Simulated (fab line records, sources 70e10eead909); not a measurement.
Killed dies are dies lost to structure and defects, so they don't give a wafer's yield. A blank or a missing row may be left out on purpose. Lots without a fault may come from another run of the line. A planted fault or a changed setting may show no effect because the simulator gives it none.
Which tool did it? | flow nand_harc | 12 lots, 36 wafers sampled, at 4 steps of a route of 1302

WHAT THE GAUGES READ, wafer by wafer
The record holds no reading of a measuring or inspecting step that can be judged against a usual standard deviation.

WHICH TOOL RAN EACH LOT (tool, then ch and the chambers of the sampled wafers, then the start)
lot  | NHARC_A_CHANNEL_HOLE_D2_STRIP_28              | NHARC_A_CHANNEL_FILL_D2_ALD_16   | NHARC_A_CHANNEL_FILL_D2_ALD_25   | NHARC_A_CHANNEL_FILL_D2_STRIP_29
L777 | rie_diel-08 ch 2,3, day 14 14:48 or earlier   | ald_hk-01 ch 1,2,3, day 14 14:48 | ald_hk-01 ch 1,2, day 15 17:51   | rie_diel-04 ch 0,1,3, no start
L779 | rie_diel-08 ch 1,2,3, day 15 02:09 or earlier | ald_hk-01 ch 1,2,3, day 15 02:09 | ald_hk-02 ch 0,1,3, day 16 01:58 | rie_diel-13 ch 0,2, no start
L781 | rie_diel-06 ch 0,1,2, day 16 02:07 or earlier | ald_hk-01 ch 0,1,3, day 16 02:07 | ald_hk-04 ch 0,2, day 17 01:08   | rie_diel-13 ch 0,3, no start
L780 | rie_diel-01 ch 0,1,2, day 16 02:17 or earlier | ald_hk-01 ch 0,3, day 16 02:17   | ald_hk-02 ch 0,1,3, day 17 02:22 | rie_diel-04 ch 2,3, no start
L782 | rie_diel-01 ch 0,2, day 16 21:22 or earlier   | ald_hk-04 ch 0,1,3, day 16 21:22 | ald_hk-04 ch 1,2, day 17 22:02   | rie_diel-13 ch 0,1,2, no start
L788 | rie_diel-08 ch 1,2, day 18 21:45 or earlier   | ald_hk-02 ch 0,1,3, day 18 21:45 | ald_hk-04 ch 0,1,2, day 20 00:37 | rie_diel-04 ch 0,1,3, no start
L794 | rie_diel-01 ch 0,2,3, day 21 17:05 or earlier | ald_hk-02 ch 1,2,3, day 21 17:05 | ald_hk-02 ch 1,2,3, day 22 16:26 | rie_diel-04 ch 0,2,3, no start
L795 | rie_diel-08 ch 0,1,3, day 21 17:09 or earlier | ald_hk-01 ch 1,3, day 21 17:09   | ald_hk-04 ch 0,1,3, day 22 17:41 | rie_diel-04 ch 0,3, no start
L796 | rie_diel-08 ch 1,2,3, day 22 10:28 or earlier | ald_hk-02 ch 0,3, day 22 10:28   | ald_hk-02 ch 0,2,3, day 23 11:38 | rie_diel-13 ch 1,2, no start
L797 | rie_diel-06 ch 1,3, day 22 22:04 or earlier   | ald_hk-01 ch 0,3, day 22 22:04   | ald_hk-01 ch 0,1, day 23 22:40   | rie_diel-13 ch 1,3, no start
L798 | rie_diel-01 ch 1,2,3, day 23 12:47 or earlier | ald_hk-04 ch 0,2,3, day 23 12:47 | ald_hk-02 ch 0,2,3, day 24 12:50 | rie_diel-04 ch 0,3, no start
L799 | rie_diel-06 ch 2,3, day 23 12:55 or earlier   | ald_hk-04 ch 2,3, day 23 12:55   | ald_hk-04 ch 0,1,3, day 24 14:41 | rie_diel-03 ch 1,2, no start
- NHARC_A_CHANNEL_HOLE_D2_STRIP_28: strips in O2.
- NHARC_A_CHANNEL_FILL_D2_ALD_16: deposits SiO2, target thk 1.5 nm, pulse time 10 s, ald cycles 15.
- NHARC_A_CHANNEL_FILL_D2_ALD_25: deposits SiOx, target thk 60 nm, pulse time 10 s, ald cycles 600.
- NHARC_A_CHANNEL_FILL_D2_STRIP_29: strips in O2, time 20 s.

WHAT THE TOOLS THEMSELVES READ (means of the sampled wafers that have a number; where no wafer has one, the mark that the record gives instead)
NHARC_A_CHANNEL_HOLE_D2_STRIP_28. Usual: drypump_motor_current_A 5.8 A, standard deviation 0.38; oes_product_au 0.995 a.u., standard deviation 0.009; rf_vpp_V 57.8 V, standard deviation 0.85; showerhead_plenum_p_Torr 3.49 Torr, standard deviation 0.14; throttle_valve_pct 17.037 %, standard deviation 0.0088.
lot  | tool        | drypump_motor_current_A (A) | oes_product_au (a.u.) | rf_vpp_V (V) | showerhead_plenum_p_Torr (Torr) | throttle_valve_pct (%) | flag
L777 | rie_diel-08 | 5.8                         | 0.992                 | 57.8         | 3.54                            | 17.037                 |
L779 | rie_diel-08 | 5.8                         | 0.983                 | 58.3         | 3.47                            | 17.042                 |
L781 | rie_diel-06 | 5.9                         | 0.998                 | 57.9         | 3.47                            | 17.035                 |
L780 | rie_diel-01 | 6.1                         | 0.992                 | 59.0         | 3.65                            | 17.041                 |
L782 | rie_diel-01 | 5.7                         | 1.001                 | 58.4         | 3.62                            | 17.040                 |
L788 | rie_diel-08 | 5.9                         | 0.990                 | 58.1         | 3.40                            | 17.031                 |
L794 | rie_diel-01 | 5.6                         | 0.998                 | 58.1         | 3.59                            | 17.031                 |
L795 | rie_diel-08 | 5.7                         | 0.995                 | 57.2         | 3.46                            | 17.032                 |
L796 | rie_diel-08 | 5.8                         | 0.989                 | 57.3         | 3.47                            | 17.033                 |
L797 | rie_diel-06 | 5.9                         | 0.998                 | 57.8         | 3.32                            | 17.039                 |
L798 | rie_diel-01 | 5.7                         | 1.012                 | 58.5         | 3.66                            | 17.037                 |
L799 | rie_diel-06 | 5.5                         | 0.993                 | 57.3         | 3.40                            | 17.036                 |

NHARC_A_CHANNEL_FILL_D2_ALD_16. Usual: heater_power_w 462 W, standard deviation 57; precursor_pulse_height_rel 1.001, standard deviation 0.021.
lot  | tool      | heater_power_w (W) | precursor_pulse_height_rel | flag
L777 | ald_hk-01 | 430                | 1.006                      |
L779 | ald_hk-01 | 437                | 1.004                      |
L781 | ald_hk-01 | 424                | 1.014                      |
L780 | ald_hk-01 | 421                | 1.016                      |
L782 | ald_hk-04 | 506                | 1.004                      |
L788 | ald_hk-02 | 466                | 0.990                      |
L794 | ald_hk-02 | 420                | 1.012                      |
L795 | ald_hk-01 | 464                | 1.008                      |
L796 | ald_hk-02 | 505                | 1.012                      |
L797 | ald_hk-01 | 433                | 1.007                      |
L798 | ald_hk-04 | 530                | 1.002                      |
L799 | ald_hk-04 | 553                | 1.013                      |

NHARC_A_CHANNEL_FILL_D2_ALD_25. Usual: heater_power_w 473 W, standard deviation 59; precursor_pulse_height_rel 0.998, standard deviation 0.02.
lot  | tool      | heater_power_w (W) | precursor_pulse_height_rel | flag
L777 | ald_hk-01 | 444                | 0.995                      |
L779 | ald_hk-02 | 464                | 1.012                      |
L781 | ald_hk-04 | 535                | 1.007                      |
L780 | ald_hk-02 | 467                | 1.002                      |
L782 | ald_hk-04 | 517                | 0.984                      |
L788 | ald_hk-04 | 509                | 0.992                      |
L794 | ald_hk-02 | 426                | 1.013                      |
L795 | ald_hk-04 | 515                | 1.008                      |
L796 | ald_hk-02 | 453                | 0.984                      |
L797 | ald_hk-01 | 431                | 0.999                      |
L798 | ald_hk-02 | 451                | 1.007                      |
L799 | ald_hk-04 | 510                | 0.998                      |

NHARC_A_CHANNEL_FILL_D2_STRIP_29. Usual: drypump_motor_current_A 5.6 A, standard deviation 0.35; oes_product_au 1.000 a.u., standard deviation 0.01; rf_vpp_V 57.7 V, standard deviation 0.83; showerhead_plenum_p_Torr 3.51 Torr, standard deviation 0.14; throttle_valve_pct 17.037 %, standard deviation 0.01.
lot  | tool        | drypump_motor_current_A (A) | oes_product_au (a.u.) | rf_vpp_V (V) | showerhead_plenum_p_Torr (Torr) | throttle_valve_pct (%) | flag
L777 | rie_diel-04 | 5.5                         | 0.994                 | 58.2         | 3.47                            | 17.042                 |
L779 | rie_diel-13 | 5.3                         | 0.989                 | 57.7         | 3.52                            | 17.040                 |
L781 | rie_diel-13 | 5.7                         | 1.003                 | 58.6         | 3.39                            | 17.030                 |
L780 | rie_diel-04 | 5.6                         | 0.994                 | 58.2         | 3.70                            | 17.032                 |
L782 | rie_diel-13 | 5.6                         | 1.001                 | 58.0         | 3.57                            | 17.041                 |
L788 | rie_diel-04 | 5.5                         | 1.003                 | 57.5         | 3.47                            | 17.036                 |
L794 | rie_diel-04 | 5.4                         | 1.003                 | 57.9         | 3.59                            | 17.039                 |
L795 | rie_diel-04 | 5.2                         | 1.010                 | 57.1         | 3.57                            | 17.046                 |
L796 | rie_diel-13 | 5.4                         | 1.006                 | 58.2         | 3.58                            | 17.042                 |
L797 | rie_diel-13 | 5.8                         | 0.999                 | 57.8         | 3.45                            | 17.039                 |
L798 | rie_diel-04 | 5.2                         | 0.999                 | 57.6         | 3.48                            | 17.038                 |
L799 | rie_diel-03 | 6.1                         | 1.001                 | 57.6         | 3.42                            | 17.032                 |

THE ANSWER, worked out from the rows above alone
Rule: a lot is off if the mean of its wafers that have a number lies more than 3 standard deviations from the usual mean. A lot without any number at a reading at which 4 lots or more have one is off too. The other lots that the step has rows for count as sound. The gauges are gone through in route order, then the tools' own readings, and for those a lot's mean is taken as printed above. The first step at which some lot is off is used, and at that step the reading that is off furthest; a lot without a number counts as furthest.
No lot is off at any reading shown: from this, nothing can be told.

WHAT THE SIMULATOR HAD PUT IN
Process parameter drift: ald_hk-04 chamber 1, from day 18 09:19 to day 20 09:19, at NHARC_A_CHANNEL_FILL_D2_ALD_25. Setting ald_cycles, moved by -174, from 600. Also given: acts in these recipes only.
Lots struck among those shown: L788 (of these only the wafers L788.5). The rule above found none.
